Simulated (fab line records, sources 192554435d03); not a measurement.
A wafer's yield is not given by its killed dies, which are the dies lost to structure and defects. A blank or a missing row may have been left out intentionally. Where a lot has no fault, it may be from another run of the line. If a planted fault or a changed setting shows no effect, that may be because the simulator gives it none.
Which tool did it? -- flow n5Finfet -- 31 wafers from 11 lots sampled at 4 of the route's 1938 steps

## WHAT THE GAUGES READ, wafer by wafer
N5_BEOL_M10_CD_MEAS_11: target cd 64.1 nm. Usual: 64.1 nm for cdNm, sd 0.84.
lot,measured,on,cdNm (nm),flag
L783,day 10 13:17,cdSem-03,64.9 64.6 65.0,
L785,day 10 21:28,cdSem-03,63.8 64.7 65.0,
L786,day 11 07:10,cdSem-03,62.1 62.9 61.6,
L787,day 11 07:20,cdSem-02,64.0 64.5,
L789,day 12 02:01,cdSem-01,65.0 64.1,
L792,day 12 17:49,cdSem-01,64.0 64.4 64.9,
L791,day 12 20:21,cdSem-03,64.0 64.6 64.2,
L800,day 15 03:30,cdSem-01,62.7 63.4 62.9,
L801,day 15 12:32,cdSem-01,64.3 63.8 64.6,
L806,day 16 16:55,cdSem-03,63.5 63.9 64.0,
L805,day 16 22:37,cdSem-02,64.4 64.7 65.0,

N5_BEOL_M10_INSPECT_13: inspects for defects (brightfield). Usual: 423 for rawDefectCount, sd 94.
lot,measured,on,rawDefectCount,flag
L783,day 10 13:20,defectInspect-02,428 388 320,
L785,day 10 21:32,defectInspect-01,515 374 449,
L786,day 11 07:13,defectInspect-02,498 319 406,
L787,day 11 07:23,defectInspect-01,333 516,
L789,day 12 02:04,defectInspect-02,349 441,
L792,day 12 17:52,defectInspect-01,561 402 370,
L791,day 12 20:24,defectInspect-02,356 411 330,
L800,day 15 03:34,defectInspect-02,566 543 768,
L801,day 15 12:35,defectInspect-01,334 440 500,
L806,day 16 16:58,defectInspect-01,358 396 478,
L805,day 16 22:40,defectInspect-02,331 374 411,

N5_BEOL_M10_OVL_MEAS_29. Usual: V9_OVL gives -0.1 nm (standard deviation 0.75).
lot,measured,on,V9_OVL (nm),flag
L783,day 10 14:14,overlay-01,-0.3 -0.7 -0.6,
L785,day 11 00:59,overlay-01,-0.6 -0.6 -0.8,
L786,day 11 09:32,overlay-02,1.6 0.3 0.9,
L787,day 11 09:42,overlay-01,0.6 0.5,
L789,day 12 03:29,overlay-01,-1.0 -0.1,
L792,day 12 19:42,overlay-01,7.4 7.9 7.5,OFF
L791,day 13 00:18,overlay-02,9.4 9.7 8.3,OFF
L800,day 15 04:34,overlay-01,-0.2 -0.2 0.3,
L801,day 15 13:47,overlay-02,-0.7 0.5 -1.0,
L806,day 16 18:15,overlay-01,-1.0 0.3 0.9,
L805,day 16 23:28,overlay-02,0.4 0.4 -0.4,

## TOOL THAT RAN EACH LOT (tool first, then ch and the chambers of the sampled wafers, then the start)
lot,N5_BEOL_M10_EXPOSE_25
L783,"arfiScanner-02 ch 0, day 10 14:05"
L785,"arfiScanner-03 ch 0, day 11 00:49"
L786,"arfiScanner-01 ch 0, day 11 09:23"
L787,"arfiScanner-02 ch 0, day 11 09:32"
L789,"arfiScanner-02 ch 0, day 12 03:19"
L792,"arfiScanner-03 ch 0, day 12 19:33"
L791,"arfiScanner-03 ch 0, day 13 00:09"
L800,"arfiScanner-01 ch 0, day 15 04:25"
L801,"arfiScanner-02 ch 0, day 15 13:38"
L806,"arfiScanner-01 ch 0, day 16 18:05"
L805,"arfiScanner-01 ch 0, day 16 23:19"
- N5_BEOL_M10_EXPOSE_25: exposes mask V9.

## WHAT THE TOOLS THEMSELVES READ (means of the sampled wafers that have a number; where no wafer has one, the mark that the record gives instead)
The record holds no such reading with a usual standard deviation.

## THE ANSWER, worked out from the rows above alone
Rule: take the mean of a lot's wafers that have a number; if it is more than 3 standard deviations from the usual mean, the lot is off. A lot without any number at a reading at which 4 lots or more have one is off too. The other lots that the step has rows for count as sound. First the gauges in route order, then the tools' own readings, where a lot's mean is used as printed above. The first step at which some lot is off is used, and at that step the reading that is off furthest; a lot without a number counts as furthest.
Off: at N5_BEOL_M10_OVL_MEAS_29 (V9_OVL), L792, L791.
If a tool, at a process step before that reading, ran all the lots that are off and no sound lot after the first of them, it fits. Gauges at N5_BEOL_M10_OVL_MEAS_29: tried the same way as those tools. One candidate fits, namely arfiScanner-03 at N5_BEOL_M10_EXPOSE_25. Its last sound lot is L785 (day 11 00:49), its first lot that is off L792 (day 12 19:33): a fault that began between those two fits.

## WHAT THE SIMULATOR HAD INSERTED
Scanner matching overlay: arfiScanner-03, from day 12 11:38 on, at N5_BEOL_M10_EXPOSE_25. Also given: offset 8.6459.
Lots struck among those shown: L792, L791. The rule above found the same.
